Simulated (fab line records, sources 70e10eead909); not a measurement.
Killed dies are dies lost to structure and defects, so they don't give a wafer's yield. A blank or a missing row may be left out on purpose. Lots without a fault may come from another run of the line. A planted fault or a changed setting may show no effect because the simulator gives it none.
Chamber matching | flow nand_harc | NHARC_P_M2_DEP_33 on pecvd-04: 3 sister chambers
The step deposits SiCN, target thk 30 nm. 24 wafers are shown with their chamber, then 12 later ones without.

WAFERS WITH THEIR CHAMBER
wafer  | chamber | heater_power_w (W) | susceptor_temp_C (C)
L074.3 | 1       | 472                | 369.94
L074.4 | 2       | 652                | 370.01
L074.6 | 1       | 468                | 369.88
L077.1 | 1       | 524                | 370.39
L077.4 | 2       | 579                | 370.13
L077.6 | 1       | 513                | 370.36
L082.1 | 0       | 412                | 370.07
L082.2 | 2       | 579                | 370.32
L082.4 | 2       | 603                | 369.71
L084.3 | 2       | 591                | 369.70
L084.4 | 2       | 592                | 369.83
L084.6 | 1       | 562                | 370.23
L085.1 | 0       | 504                | 370.22
L085.2 | 2       | 678                | 370.16
L085.5 | 1       | 494                | 369.84
L088.3 | 0       | 506                | 369.79
L088.4 | 2       | 661                | 369.93
L088.6 | 0       | 506                | 370.09
L089.4 | 1       | 480                | 370.03
L089.5 | 0       | 466                | 369.69
L089.6 | 2       | 662                | 369.99
L091.2 | 1       | 434                | 369.68
L091.3 | 2       | 640                | 369.97
L091.6 | 1       | 456                | 369.83

SIGNATURES (means of the wafers above)
reading          | chamber 0 | chamber 1 | chamber 2 | scatter within a chamber
heater_power_w   | 478.80    | 489.22    | 623.70    | 39.2
susceptor_temp_C | 369.9720  | 370.0200  | 369.9750  | 0.224
Rule: a wafer's distance from a chamber is the root of the sum, over the readings, of the square of ((its reading less the chamber's mean) divided by the reading's scatter). The wafer belongs to the nearest chamber; if the next one is less than 2 further off, it can't be placed. The scatter: the root of (the sum of the squares of (reading less its chamber's mean) over the shown wafers, divided by (wafers less chambers)).

WAFERS WITHOUT THEIR CHAMBER
wafer  | heater_power_w (W) | susceptor_temp_C (C)
L092.2 | 466                | 369.98
L092.3 | 453                | 369.99
L092.6 | 460                | 369.86
L095.2 | 573                | 369.58
L095.3 | 410                | 370.05
L095.4 | 571                | 369.87
L096.1 | 600                | 370.21
L096.3 | 443                | 369.87
L096.4 | 505                | 370.19
L097.4 | 483                | 370.13
L097.5 | 605                | 369.97
L097.6 | 422                | 369.88

WHICH CHAMBER EACH WENT THROUGH
wafer  | from the rows above          | in truth
L092.2 | can't be placed: 0 or 1      | 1
L092.3 | can't be placed: 0 or 1      | 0
L092.6 | can't be placed: 0 or 1      | 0
L095.2 | can't be placed: 2 or 1 or 0 | 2
L095.3 | can't be placed: 0 or 1      | 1
L095.4 | can't be placed: 2 or 1 or 0 | 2
L096.1 | can't be placed: 2 or 1      | 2
L096.3 | can't be placed: 0 or 1      | 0
L096.4 | can't be placed: 1 or 0      | 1
L097.4 | can't be placed: 1 or 0      | 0
L097.5 | 2                            | 2
L097.6 | can't be placed: 0 or 1      | 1
Placed correctly: 1 of 12. Can't be placed from these rows: 11 (the true chamber is among the candidates in 11). Placed wrongly: 0.
